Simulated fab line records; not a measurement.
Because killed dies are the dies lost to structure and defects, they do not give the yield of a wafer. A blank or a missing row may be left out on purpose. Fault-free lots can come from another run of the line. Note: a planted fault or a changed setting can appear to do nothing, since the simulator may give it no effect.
fab line records	flow n5_finfet
record lots=7	wafers=39
route steps=1938 shown ZERO_LAYER@11 SD_EPI_N@269 SD_EPI_P@321 GATE_CUT@469 MOL_CONTACT_COAG@616 BEOL_M3@991
start_h: hours from the record's first day to the start of the lot's first wafer shown	wait_h: hours elapsed since this lot's preceding step	" the same as in the row above	L1.1+2: one row covering several wafers at once	- either no value or no given start	* or withheld: withheld	< > ~ a bound
route shown NAME@n: names a module that has steps shown in the file, with the first one's number in the route	usual: mean/standard deviation of fault-free wafers	same: alike in all rows	chamber/n: place in a boat	sites: the reading at each site	_std_site: the values' standard deviation	_edge_site: inner sites' mean taken away from outer sites' mean	radius_mm: for every site, how far away it sits from the centre of the wafer	mask NAME#n: copy n	behind: the most recent tool/chamber to have shaped the wafer	hold: cause of the lot's hold/its duration in hours/its outcome	device: which transistor (n, p or np) failed to switch	end of line: tests run on the same wafers once the route is complete	a step given without rows: its recipe and nothing more	killed: not the wafer's yield, but the dies lost to structure and defects at the first sort	map: shows each die of a wafer: x if killed, . if not, _ if none is there
set.NAME: setting as actually run; set.NAME@STEP: the setting as run at that earlier step	model.NAME: the simulator's own value behind a step, which no gauge read
lots where settings were altered on purpose, with a table for each step and a row for each wafer
## steps
# step N5_ZERO_LAYER_DEVELOP_10
# recipe develop_time_s=60	rinse_liquid=diw	dry=air_spin	dev_temp_c=21
lot.wafer	tool	chamber	start_h	wait_h	set.develop_time_s
L074.3+4+5	litho_track-02	0	-	-	60
L078.1+4+5	litho_track-05	0	-	-	60
L078.2+3+6	"	0	"	"	35.31
L085.1+4+6	litho_track-02	0	-	-	60
L085.2+3+5	"	0	"	"	33.29
L090.1+2+4	litho_track-05	0	-	-	60
L090.3+5+6	"	0	"	"	34.01
L094.1+4+6	litho_track-02	0	-	-	60
L094.2+3+5	"	0	"	"	78.21
L096.1+2+3+4+5+6	litho_track-05	0	-	-	60
L097.1+3+5	litho_track-02	0	-	-	84.82
L097.2+4+6	"	0	"	"	60
# step N5_ZERO_LAYER_HARDBAKE_23
# recipe temp_c=130	time_s=120
# step N5_ZERO_LAYER_CD_MEAS_11
# recipe target_cd_nm=2000	landing_energy_ev=500	detector=se_inlens
# usual cd_nm=1999.7/2.9
lot.wafer	tool	chamber	start_h	wait_h	set.develop_time_s@ZERO_LAYER_DEVELOP_10	cd_nm
L074.3	cd_sem-03	0	12.64	-	60	1997.8
L074.4	"	0	"	"	60	1997.3
L074.5	"	0	"	"	60	1996.0
L078.1	cd_sem-03	0	36.77	-	60	2003.5
L078.2	"	0	"	"	35.31	1993.0
L078.3	"	0	"	"	35.31	1993.4
L078.4	"	0	"	"	60	2003.5
L078.5	"	0	"	"	60	2001.1
L078.6	"	0	"	"	35.31	1991.3
L085.1	cd_sem-02	0	78.77	-	60	1997.0
L085.2	"	0	"	"	33.29	1982.4
L085.3	"	0	"	"	33.29	1984.4
L085.4	"	0	"	"	60	2000.1
L085.5	"	0	"	"	33.29	1983.8
L085.6	"	0	"	"	60	1994.7
L090.1	cd_sem-02	0	108.64	-	60	1999.1
L090.2	"	0	"	"	60	2000.7
L090.3	"	0	"	"	34.01	1989.7
L090.4	"	0	"	"	60	1999.0
L090.5	"	0	"	"	34.01	1989.0
L090.6	"	0	"	"	34.01	1989.6
L094.1	cd_sem-01	0	132.64	-	60	1996.7
L094.2	"	0	"	"	78.21	2001.0
L094.3	"	0	"	"	78.21	2003.9
L094.4	"	0	"	"	60	1998.9
L094.5	"	0	"	"	78.21	2001.9
L094.6	"	0	"	"	60	1993.1
L096.1	cd_sem-02	0	144.64	-	60	2000.5
L096.2	"	0	"	"	60	2001.2
L096.3	"	0	"	"	60	2002.4
L096.4	"	0	"	"	60	2002.0
L096.5	"	0	"	"	60	2000.6
L096.6	"	0	"	"	60	2001.2
L097.1	cd_sem-03	0	150.64	-	84.82	2004.3
L097.2	"	0	"	"	60	1994.7
L097.3	"	0	"	"	84.82	2004.5
L097.4	"	0	"	"	60	1999.3
L097.5	"	0	"	"	84.82	2005.5
L097.6	"	0	"	"	60	1996.6
# step N5_ZERO_LAYER_DESCUM_16
# recipe chemistry=O2	time_s=7.9	source_power_w=50	bias_power_w=20	pressure_mtorr=20	rf_frequency_hz=2.712e+07	temp_c=40	o2_flow_sccm=225
lot.wafer	tool	chamber	start_h	wait_h	set.develop_time_s@ZERO_LAYER_DEVELOP_10	model.ZERO_LAYER.cd_nm
L074.3	rie_diel-04	3	12.68	0.0	60	1998
L074.4	"	0	"	"	60	1997
L074.5	"	3	"	"	60	1996
L078.1+4	rie_diel-04	2,1	36.93	0.2	60	2003
L078.2+3	"	3,0	"	"	35.31	1993
L078.5	"	0	"	"	60	2001
L078.6	"	3	"	"	35.31	1991
L085.1	rie_diel-04	0	78.81	0.0	60	1997
L085.2	"	1	"	"	33.29	1982
L085.3+5	"	2,1	"	"	33.29	1984
L085.4	"	3	"	"	60	2000
L085.6	"	2	"	"	60	1994
L090.1+4	rie_diel-06	3,1	108.68	0.0	60	1999
L090.2	"	2	"	"	60	2001
L090.3	"	1	"	"	34.01	1990
L090.5+6	"	3,2	"	"	34.01	1989
L094.1	rie_diel-02	0	133.38	0.7	60	1997
L094.2	"	3	"	"	78.21	2001
L094.3	"	1	"	"	78.21	2004
L094.4	"	2	"	"	60	1999
L094.5	"	0	"	"	78.21	2002
L094.6	"	1	"	"	60	1993
L096.1+2+5+6	rie_diel-04	0,2,3,0	145.64	1.0	60	2001
L096.3+4	"	3,1	"	"	60	2002
L097.1	rie_diel-06	3	150.69	0.0	84.82	2004
L097.2	"	0	"	"	60	1995
L097.3	"	1	"	"	84.82	2005
L097.4	"	2	"	"	60	1999
L097.5	"	0	"	"	84.82	2006
L097.6	"	1	"	"	60	1997
# step N5_SD_EPI_N_DEVELOP_08
# recipe develop_time_s=30	developer=TMAH	resist=CAR-ArF-block	dev_temp_c=23	rinse_liquid=diw	dry=air_spin
lot.wafer	tool	chamber	start_h	wait_h	set.develop_time_s
L074.3+4+5	litho_track-04	0	-	-	30
L078.1+4+6	litho_track-04	0	-	-	25.24
L078.2+3+5	"	0	"	"	30
L085.1+2+4	litho_track-04	0	-	-	30
L085.3+5+6	"	0	"	"	40.04
L090.1+3+6	litho_track-04	0	-	-	30
L090.2+4+5	"	0	"	"	20.15
L094.1+2+3+4+5+6	litho_track-04	0	-	-	30
L096.1+4+6	litho_track-02	0	-	-	30
L096.2+3+5	"	0	"	"	40.05
L097.1+2+3+4+5+6	litho_track-03	0	-	-	30
# step N5_SD_EPI_N_DESCUM_14
# recipe chemistry=O2	time_s=7.9	source_power_w=50	bias_power_w=20	pressure_mtorr=20	rf_frequency_hz=2.712e+07	temp_c=40	resist=CAR-ArF-block	o2_flow_sccm=225
lot.wafer	tool	chamber	start_h	wait_h	set.develop_time_s@SD_EPI_N_DEVELOP_08	model.SD_EPI_N.cd_nm
L074.3	rie_diel-05	3	60.77	0.0	30	120
L074.4	"	1	"	"	30	120.6
L074.5	"	0	"	"	30	121.4
L078.1	rie_diel-05	3	72.42	0.0	25.24	118.4
L078.2	"	1	"	"	30	119.8
L078.3	"	2	"	"	30	120.2
L078.4	"	0	"	"	25.24	118.8
L078.5	"	0	"	"	30	119.2
L078.6	"	3	"	"	25.24	119
L085.1	rie_diel-01	0	116.28	0.0	30	120
L085.2	"	3	"	"	30	121.2
L085.3	"	1	"	"	40.04	121.2
L085.4	"	2	"	"	30	119.4
L085.5	"	1	"	"	40.04	121.8
L085.6	"	0	"	"	40.04	122
L090.1+6	rie_diel-05	1,2	147.27	0.0	30	120.2
L090.2+4	"	2,1	"	"	20.15	117.8
L090.3	"	0	"	"	30	121.6
L090.5	"	0	"	"	20.15	117.4
L094.1	rie_diel-01	1	170.36	0.0	30	120
L094.2	"	2	"	"	30	120.4
L094.3	"	0	"	"	30	119.6
L094.4	"	3	"	"	30	118.8
L094.5	"	2	"	"	30	119.4
L094.6	"	3	"	"	30	120.2
L096.1	rie_diel-05	2	182.80	0.2	30	119.8
L096.2	"	1	"	"	40.05	122
L096.3	"	0	"	"	40.05	122.2
L096.4+6	"	3,1	"	"	30	119.6
L096.5	"	0	"	"	40.05	121.8
L097.1	rie_diel-01	0	186.95	0.0	30	119.6
L097.2	"	1	"	"	30	120.2
L097.3+4	"	2,3	"	"	30	119.4
L097.5+6	"	0,3	"	"	30	119.8
# step N5_SD_EPI_N_ETCH_34
# recipe chemistry=CF4	target=SiARC	target_depth_a=455	mask_material=CAR-ArF-block	time_s=75.8	ion_energy_ev=80	pressure_mtorr=40	source_w=545	bias_w=36	Ar_flow_sccm=100	cf4_flow_sccm=100	ends=cleared
lot.wafer	tool	chamber	start_h	wait_h	set.develop_time_s@SD_EPI_N_DEVELOP_08	model.SD_EPI_N.cd_nm
L074.3	rie_diel-05	3	60.81	0.0	30	120.2
L074.4	"	1	"	"	30	120.6
L074.5	"	0	"	"	30	121.2
L078.1+4	rie_diel-05	3,0	72.45	0.0	25.24	118.8
L078.2	"	1	"	"	30	120
L078.3	"	2	"	"	30	120.8
L078.5	"	0	"	"	30	119.2
L078.6	"	3	"	"	25.24	119.4
L085.1	rie_diel-01	0	116.31	0.0	30	120
L085.2	"	3	"	"	30	121
L085.3	"	1	"	"	40.04	121.4
L085.4	"	2	"	"	30	119.2
L085.5+6	"	1,0	"	"	40.04	122
L090.1	rie_diel-05	1	147.31	0.0	30	120.2
L090.2	"	2	"	"	20.15	118
L090.3	"	0	"	"	30	121.8
L090.4	"	1	"	"	20.15	117.8
L090.5	"	0	"	"	20.15	117.6
L090.6	"	2	"	"	30	120.6
L094.1+6	rie_diel-01	1,3	170.40	0.0	30	120
L094.2	"	2	"	"	30	120.4
L094.3	"	0	"	"	30	119.6
L094.4	"	3	"	"	30	118.8
L094.5	"	2	"	"	30	119.4
L096.1	rie_diel-05	2	182.84	0.0	30	120
L096.2+3	"	1,0	"	"	40.05	122.2
L096.4+6	"	3,1	"	"	30	119.4
L096.5	"	0	"	"	40.05	122
L097.1+5	rie_diel-01	0	186.99	0.0	30	119.6
L097.2	"	1	"	"	30	120.2
L097.3	"	2	"	"	30	119.2
L097.4	"	3	"	"	30	119.4
L097.6	"	3	"	"	30	119.8
# step N5_SD_EPI_P_EPI_21
# recipe material=SiGe:B	dopant=B	temp_c=550	pressure_torr=20	ambient=H2	time_s=355
lot.wafer	tool	chamber	start_h	wait_h	set.time_s	model.SiGe-B_of_SD_EPI_P_EPI_21.thk_nm
L074.3	epi_rpcvd-03	0	68.28	1.1	355	61.6
L074.4+5	"	0	"	"	355	61.4
L078.1	epi_rpcvd-04	0	78.21	0.1	277.3	52.2
L078.2	"	0	"	"	277.3	52
L078.3	"	0	"	"	277.3	51.8
L078.4	"	0	"	"	355	60.4
L078.5	"	0	"	"	355	61.2
L078.6	"	0	"	"	355	60.8
L085.1+3	epi_rpcvd-03	0	123.20	0.2	355	61.8
L085.2	"	0	"	"	355	61.4
L085.4	"	0	"	"	503.3	78
L085.5	"	0	"	"	503.3	78.2
L085.6	"	0	"	"	503.3	79.2
L090.1	epi_rpcvd-03	0	153.24	0.1	171.1	32.2
L090.2+5	"	0	"	"	171.1	31.8
L090.3	"	0	"	"	355	60.6
L090.4+6	"	0	"	"	355	60.8
L094.1+3	epi_rpcvd-02	0	177.19	0.2	514	78.4
L094.2	"	0	"	"	355	60.2
L094.4	"	0	"	"	355	60.6
L094.5	"	0	"	"	514	78.6
L094.6	"	0	"	"	355	60
L096.1	epi_rpcvd-02	0	189.50	0.2	507.6	77.8
L096.2	"	0	"	"	355	61.2
L096.3+4	"	0	"	"	355	60.8
L096.5	"	0	"	"	507.6	77.2
L096.6	"	0	"	"	507.6	78
L097.1+6	epi_rpcvd-04	0	193.33	0.2	355	60.2
L097.2	"	0	"	"	355	61.4
L097.3	"	0	"	"	355	60.6
L097.4	"	0	"	"	355	60.8
L097.5	"	0	"	"	355	61.2
# step N5_SD_EPI_P_EPI_MEAS_23
# recipe mode=xrd
# usual thk_nm=60.7/1.2
lot.wafer	tool	chamber	start_h	wait_h	set.time_s@SD_EPI_P_EPI_21	thk_nm
L074.3	film_metro-02	-	70.25	1.5	355	61.6
L074.4	"	-	"	"	355	62.1
L074.5	"	-	"	"	355	62.1
L078.1	film_metro-01	-	80.40	1.9	277.3	50.5
L078.2	"	-	"	"	277.3	51.6
L078.3	"	-	"	"	277.3	51.7
L078.4	"	-	"	"	355	60.7
L078.5	"	-	"	"	355	62.5
L078.6	"	-	"	"	355	63.0
L085.1	film_metro-02	-	126.11	2.4	355	62.0
L085.2	"	-	"	"	355	63.5
L085.3	"	-	"	"	355	62.0
L085.4	"	-	"	"	503.3	77.1
L085.5	"	-	"	"	503.3	77.8
L085.6	"	-	"	"	503.3	77.4
L090.1	film_metro-02	-	155.45	1.9	171.1	32.9
L090.2	"	-	"	"	171.1	32.4
L090.3	"	-	"	"	355	59.7
L090.4	"	-	"	"	355	59.7
L090.5	"	-	"	"	171.1	31.8
L090.6	"	-	"	"	355	61.1
L094.1	film_metro-01	-	180.10	2.4	514	80.1
L094.2	"	-	"	"	355	60.6
L094.3	"	-	"	"	514	78.1
L094.4	"	-	"	"	355	61.1
L094.5	"	-	"	"	514	78.5
L094.6	"	-	"	"	355	60.0
L096.1	film_metro-02	-	192.42	2.4	507.6	78.5
L096.2	"	-	"	"	355	61.1
L096.3	"	-	"	"	355	59.3
L096.4	"	-	"	"	355	61.5
L096.5	"	-	"	"	507.6	78.4
L096.6	"	-	"	"	507.6	78.1
L097.1	film_metro-01	-	196.25	2.4	355	59.5
L097.2	"	-	"	"	355	62.9
L097.3	"	-	"	"	355	60.5
L097.4	"	-	"	"	355	62.5
L097.5	"	-	"	"	355	60.3
L097.6	"	-	"	"	355	60.9
# step N5_SD_EPI_P_HM_STRIP_48
# recipe chemistry=H3PO4	temp_c=160	material=SiNx	target=SiNx	target_depth_a=30	overetch_fraction=0.3
# step N5_SD_EPI_P_SRD_49
# recipe dry=ipa_marangoni	time_s=30	temp_c=23	rinse_liquid=diw
# step N5_SD_EPI_P_PRECLEAN_24
# recipe chemistry=O3/DIW	time_s=45	temp_c=22	o3_ppm=10
lot.wafer	tool	chamber	start_h	wait_h	set.time_s@SD_EPI_P_EPI_21	model.SiGe-B_of_SD_EPI_P_EPI_21.thk_nm
L074.3	wet_bench-06	3	70.36	0.0	355	61.2
L074.4	"	2	"	"	355	60.8
L074.5	"	7	"	"	355	61
L078.1	wet_bench-06	4	80.52	0.0	277.3	52
L078.2	"	1	"	"	277.3	51.6
L078.3	"	3	"	"	277.3	51.4
L078.4	"	0	"	"	355	60
L078.5	"	7	"	"	355	60.8
L078.6	"	2	"	"	355	60.4
L085.1+3	wet_bench-02	3,7	126.22	0.0	355	61.2
L085.2	"	0	"	"	355	61
L085.4	"	2	"	"	503.3	77.4
L085.5	"	1	"	"	503.3	77.6
L085.6	"	6	"	"	503.3	78.6
L090.1	wet_bench-02	4	155.56	0.0	171.1	32
L090.2+5	"	7,2	"	"	171.1	31.6
L090.3	"	3	"	"	355	60
L090.4+6	"	5,6	"	"	355	60.4
L094.1+3	wet_bench-06	5,6	180.21	0.0	514	77.8
L094.2	"	4	"	"	355	59.8
L094.4	"	2	"	"	355	60.2
L094.5	"	1	"	"	514	78
L094.6	"	3	"	"	355	59.4
L096.1	wet_bench-04	6	192.53	0.0	507.6	77.2
L096.2	"	5	"	"	355	60.8
L096.3	"	2	"	"	355	60.2
L096.4	"	1	"	"	355	60.4
L096.5	"	4	"	"	507.6	76.6
L096.6	"	3	"	"	507.6	77.4
L097.1+6	wet_bench-06	4,0	196.36	0.0	355	59.8
L097.2+5	"	6,3	"	"	355	60.8
L097.3+4	"	5,7	"	"	355	60.2
# step N5_GATE_CUT_ETCH_58
# recipe chemistry=CH3F/O2	target=SiNx	target_depth_a=170	time_s=128.6	ion_energy_ev=50	pressure_mtorr=30	source_w=415	bias_w=21	Ar_flow_sccm=150	CH3F_flow_sccm=30	O2_flow_sccm=20
lot.wafer	tool	chamber	start_h	wait_h	set.time_s	model.etch.depth_nm	model.SiNx_of_SDB_ALD_29.thk_nm
L074.3	rie_diel-06	3	92.80	0.0	128.6	17.03	24.6
L074.4	"	1	"	"	128.6	17.47	24.6
L074.5	"	3	"	"	128.6	16.96	24.6
L078.1	rie_diel-04	3	102.89	0.0	128.6	17.09	24.6
L078.2	"	1	"	"	87.08	11.32	25.6
L078.3	"	2	"	"	87.08	11.09	25.4
L078.4	"	2	"	"	87.08	11.05	25.2
L078.5	"	3	"	"	128.6	17.09	24.4
L078.6	"	1	"	"	128.6	16.79	24.6
L085.1	rie_diel-06	3	148.40	0.0	95.01	12.63	25
L085.2	"	1	"	"	95.01	12.88	25.2
L085.3	"	0	"	"	128.6	16.78	24.4
L085.4	"	2	"	"	128.6	16.97	24.4
L085.5	"	1	"	"	128.6	17.25	24.4
L085.6	"	0	"	"	95.01	12.42	25.2
L090.1	rie_diel-02	1	177.61	0.0	128.6	16.33	24.8
L090.2	"	2	"	"	168.2	22.33	24
L090.3	"	3	"	"	168.2	21.88	23.8
L090.4	"	3	"	"	128.6	16.67	24.8
L090.5	"	2	"	"	128.6	17.09	24.6
L090.6	"	1	"	"	168.2	21.41	24
L094.1	rie_diel-02	0	201.90	0.0	128.6	17.4	24.4
L094.2	"	3	"	"	128.6	16.62	24.6
L094.3	"	1	"	"	128.6	16.46	24.6
L094.4	"	2	"	"	167.9	21.93	23.8
L094.5	"	0	"	"	167.9	22.77	23.8
L094.6	"	1	"	"	167.9	21.29	23.8
L096.1+3	rie_diel-02	3,2	214.45	0.1	128.6	16.99	24.4
L096.2	"	1	"	"	128.6	16.5	24.6
L096.4	"	0	"	"	167.5	22.73	23.6
L096.5	"	0	"	"	167.5	22.67	23.4
L096.6	"	1	"	"	167.5	21.44	23.6
L097.1	rie_diel-06	0	219.21	0.0	128.6	16.85	24.6
L097.2	"	3	"	"	128.6	17.08	24.6
L097.3	"	1	"	"	128.6	17.63	24.6
L097.4	"	2	"	"	128.6	17.12	24.4
L097.5	"	3	"	"	128.6	17.1	24.6
L097.6	"	0	"	"	128.6	17.28	24.6
# step N5_MOL_CONTACT_COAG_ETCH_124
# recipe chemistry=CH3F/O2	target=SiNx	target_depth_a=65	mask_material=SOC	stop_on=SiOC	over_etch_frac=0.3	ion_energy_ev=120	pressure_mtorr=30	source_w=395	bias_w=73	Ar_flow_sccm=150	CH3F_flow_sccm=30	O2_flow_sccm=20	ends=end_point
lot.wafer	tool	chamber	start_h	wait_h	set.target_depth_a	model.SOC_of_MOL_CONTACT_COAG_COAT_62.thk_nm
L074.3	rie_diel-03	2	118.17	0.0	65	48.4
L074.4+5	"	3,0	"	"	65	48.6
L078.1+5	rie_diel-03	1,3	122.08	0.0	65	48.8
L078.2	"	3	"	"	65	48.6
L078.3+6	"	2	"	"	101.9	46.6
L078.4	"	0	"	"	101.9	46.8
L085.1+6	rie_diel-03	1	168.58	0.0	65	48.4
L085.2+5	"	3,2	"	"	65	48
L085.3	"	2	"	"	65	47.8
L085.4	"	0	"	"	65	48.2
L090.1+5	rie_diel-01	2,3	200.21	0.0	96.6	47.2
L090.2	"	0	"	"	65	48.6
L090.3	"	1	"	"	96.6	46.8
L090.4	"	3	"	"	65	48.4
L090.6	"	0	"	"	65	48.8
L094.1	rie_diel-03	0	221.03	0.0	65	48.4
L094.2	"	1	"	"	65	48.2
L094.3	"	3	"	"	50.29	48.8
L094.4+5	"	2	"	"	50.29	48.6
L094.6	"	3	"	"	65	48
L096.1+3	rie_diel-05	1,0	235.65	0.0	96.09	46.8
L096.2+4+6	"	3,0,3	"	"	65	48.4
L096.5	"	1	"	"	96.09	46.6
L097.1+3	rie_diel-05	3,1	238.53	0.0	30.95	49.8
L097.2	"	0	"	"	30.95	49.6
L097.4	"	2	"	"	65	47.8
L097.5	"	2	"	"	65	47.6
L097.6	"	3	"	"	65	48.2
# step N5_MOL_CONTACT_COAG_ETCH_48
# recipe chemistry=C4F6/O2	target_depth_a=150	overetch_a=45	mask_material=SOC	target=SiOC	bias_w=465	pressure_mtorr=10	time_s=17	source_w=335	Ar_flow_sccm=300	C4F6_flow_sccm=10	O2_flow_sccm=10	ion_energy_ev=576
lot.wafer	tool	chamber	start_h	wait_h	set.target_depth_a@MOL_CONTACT_COAG_ETCH_124	model.SOC_of_MOL_CONTACT_COAG_COAT_62.thk_nm
L074.3	rie_diel-03	2	118.21	0.0	65	45.8
L074.4+5	"	3,0	"	"	65	46
L078.1+5	rie_diel-03	1,3	122.12	0.0	65	46.2
L078.2	"	3	"	"	65	46
L078.3+6	"	2	"	"	101.9	43.8
L078.4	"	0	"	"	101.9	44.2
L085.1+6	rie_diel-03	1	168.62	0.0	65	45.8
L085.2+5	"	3,2	"	"	65	45.4
L085.3	"	2	"	"	65	45.2
L085.4	"	0	"	"	65	45.6
L090.1+5	rie_diel-01	2,3	200.25	0.0	96.6	44.6
L090.2	"	0	"	"	65	46
L090.3	"	1	"	"	96.6	44
L090.4	"	3	"	"	65	45.8
L090.6	"	0	"	"	65	46.2
L094.1	rie_diel-03	0	221.07	0.0	65	45.8
L094.2	"	1	"	"	65	45.6
L094.3	"	3	"	"	50.29	46.2
L094.4+5	"	2	"	"	50.29	46
L094.6	"	3	"	"	65	45.4
L096.1+3	rie_diel-05	1,0	235.69	0.0	96.09	44.2
L096.2+4+6	"	3,0,3	"	"	65	45.8
L096.5	"	1	"	"	96.09	44
L097.1+2	rie_diel-05	3,0	238.57	0.0	30.95	47.2
L097.3	"	1	"	"	30.95	47
L097.4+5	"	2	"	"	65	45
L097.6	"	3	"	"	65	45.6
# step N5_BEOL_M3_ALD_84
# recipe material=TaN	target_thk_a=*	temp_c=275	ald_precursor_family=PDMAT	ald_co_reactant=NH3	pressure_torr=3	carrier_flow_sccm=1500	pulse_time_s=2	purge_time_s=3	co_reactant_purge_time_s=2	co_reactant_pulse_time_s=3	ald_cycles=30	precursor_vessel_temp_c=75	precursor_vessel_pressure_torr=26.25	precursor_vessel_carrier_sccm=1000
lot.wafer	tool	chamber	start_h	wait_h	set.ald_cycles	model.TaN_of_BEOL_M3_ALD_84.thk_nm
L074.3+4+5	ald_metal-03	0,2,3	178.65	0.0	30	*
L078.1+3	ald_metal-01	1,3	196.68	0.0	30	*
L078.2+5+6	"	2,3,0	"	"	15	*
L078.4	"	0	"	"	30	*
L085.1+4+5+6	ald_metal-01	2,0,3,0	281.52	0.0	30	*
L085.2+3	"	1,3	"	"	30	*
L090.1+6	ald_metal-04	0,2	299.81	0.0	30	*
L090.2	"	3	"	"	30	*
L090.3+4+5	"	2,1,3	"	"	40	*
L094.1+4	ald_metal-01	0,2	327.23	0.1	30	*
L094.2	"	1	"	"	38	*
L094.3+6	"	3,0	"	"	38	*
L094.5	"	1	"	"	30	*
L096.1+2+6	ald_metal-04	2,1,1	330.36	0.0	19	*
L096.3+4	"	0	"	"	30	*
L096.5	"	2	"	"	30	*
L097.1+2	ald_metal-03	0,1	333.43	0.0	30	*
L097.3+5+6	"	3,2,1	"	"	35	*
L097.4	"	2	"	"	30	*
## key
split step=N5_ZERO_LAYER_DEVELOP_10	setting=develop_time_s	stated=60	by=wafer
response step=N5_ZERO_LAYER_CD_MEAS_11	reading=cd_nm	change=+0.242	per=1%	r=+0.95
response step=N5_ZERO_LAYER_DESCUM_16	reading=model.ZERO_LAYER.cd_nm	change=+0.24	per=1%	r=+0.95
split step=N5_SD_EPI_N_DEVELOP_08	setting=develop_time_s	stated=30	by=wafer
response step=N5_SD_EPI_N_DESCUM_14	reading=model.SD_EPI_N.cd_nm	change=+0.0676	per=1%	r=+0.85
response step=N5_SD_EPI_N_ETCH_34	reading=model.SD_EPI_N.cd_nm	change=+0.0726	per=1%	r=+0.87
split step=N5_SD_EPI_P_EPI_21	setting=time_s	stated=355	by=wafer
response step=N5_SD_EPI_P_EPI_21	reading=model.SiGe-B_of_SD_EPI_P_EPI_21.thk_nm	change=+0.448	per=1%	r=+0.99
response step=N5_SD_EPI_P_EPI_MEAS_23	reading=thk_nm	change=*	per=1%	r=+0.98
response step=N5_SD_EPI_P_PRECLEAN_24	reading=model.SiGe-B_of_SD_EPI_P_EPI_21.thk_nm	change=+0.444	per=1%	r=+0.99
split step=N5_GATE_CUT_ETCH_58	setting=time_s	stated=128.6	by=wafer
response step=N5_GATE_CUT_ETCH_58	reading=model.etch.depth_nm	change=+0.173	per=1%	r=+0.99
response step=N5_GATE_CUT_ETCH_58	reading=model.SiNx_of_SDB_ALD_29.thk_nm	change=-0.0271	per=1%	r=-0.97
split step=N5_MOL_CONTACT_COAG_ETCH_124	setting=target_depth_a	stated=65	by=wafer
response step=N5_MOL_CONTACT_COAG_ETCH_124	reading=model.SOC_of_MOL_CONTACT_COAG_COAT_62.thk_nm	change=-0.0341	per=1%	r=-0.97
response step=N5_MOL_CONTACT_COAG_ETCH_48	reading=model.SOC_of_MOL_CONTACT_COAG_COAT_62.thk_nm	change=-0.0354	per=1%	r=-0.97
split step=N5_BEOL_M3_ALD_84	setting=ald_cycles	stated=30	by=wafer
response step=N5_BEOL_M3_ALD_84	reading=model.TaN_of_BEOL_M3_ALD_84.thk_nm	change=*	per=1%	r=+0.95
